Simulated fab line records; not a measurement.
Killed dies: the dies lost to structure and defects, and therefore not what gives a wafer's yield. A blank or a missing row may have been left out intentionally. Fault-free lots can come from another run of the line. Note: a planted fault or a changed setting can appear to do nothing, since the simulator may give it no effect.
Which tool is to blame?	flow n5Finfet	12 lots, 36 wafers sampled, at 2 steps of a route of 1938

WHAT THE GAUGES SHOWED, per wafer
N5_BEOL_M13_INSPECT_55: inspects for defects (darkfield).
lot	measured	on	rawDefectCount
L076	day 13 09:08	defectInspect-02	73 61 76
L078	day 14 00:25	defectInspect-01	41 108 69
L081	day 14 00:42	defectInspect-02	49 62 73
L077	day 14 05:18	defectInspect-01	40 33 34
L082	day 14 22:56	defectInspect-02	37 51 47
L086	day 15 10:13	defectInspect-01	64 98 61
L089	day 15 19:00	defectInspect-01	66 69 49
L088	day 16 09:29	defectInspect-02	80 66 33
L092	day 16 21:25	defectInspect-01	57 63 32
L093	day 16 23:51	defectInspect-02	29 88 53
L095	day 18 05:43	defectInspect-02	29 36 43
L097	day 19 07:06	defectInspect-01	41 50 38

TOOL THAT RAN EACH LOT (tool first, then ch and the chambers of the sampled wafers, then the start)
lot	N5_BEOL_M13_CMP_49
L076	cmp-01 ch 0,1, day 13 08:39
L078	cmp-01 ch 0,2,3, day 14 00:02
L081	cmp-03 ch 1,2,3, day 14 00:17
L077	cmp-01 ch 1,3, day 14 04:51
L082	cmp-01 ch 1,2,3, day 14 22:35
L086	cmp-02 ch 2,3, day 15 09:46
L089	cmp-01 ch 0,1,2, day 15 18:38
L088	cmp-02 ch 1,3, day 16 08:47
L092	cmp-03 ch 0,2,3, day 16 21:02
L093	cmp-01 ch 1,2,3, day 16 23:24
L095	cmp-01 ch 0,3, day 18 05:16
L097	cmp-02 ch 0,3, day 19 06:39
- N5_BEOL_M13_CMP_49: polishes, stops on SiOC, t overpolish 17.1 s, target thk 420 nm.

THE ANSWER, worked out from the rows above alone
Rule: usual is defined by the lots themselves. The widest of any qualifying gaps counts: lots, ordered by their means at a reading, are off when they make up no more than a third of the lots, leave a main group of 4 or more, and stand apart from it by 3 or more times the standard deviation of that group's means. Not used: any main group whose means are identical at the precision the tables above print for the reading. A lot without any number at a reading at which 4 lots or more have one is off too. Any other lot the step has rows for is counted as sound.
Across all readings shown, no lot is off: no conclusion can be drawn from this.

WHAT THE SIMULATOR PUT IN
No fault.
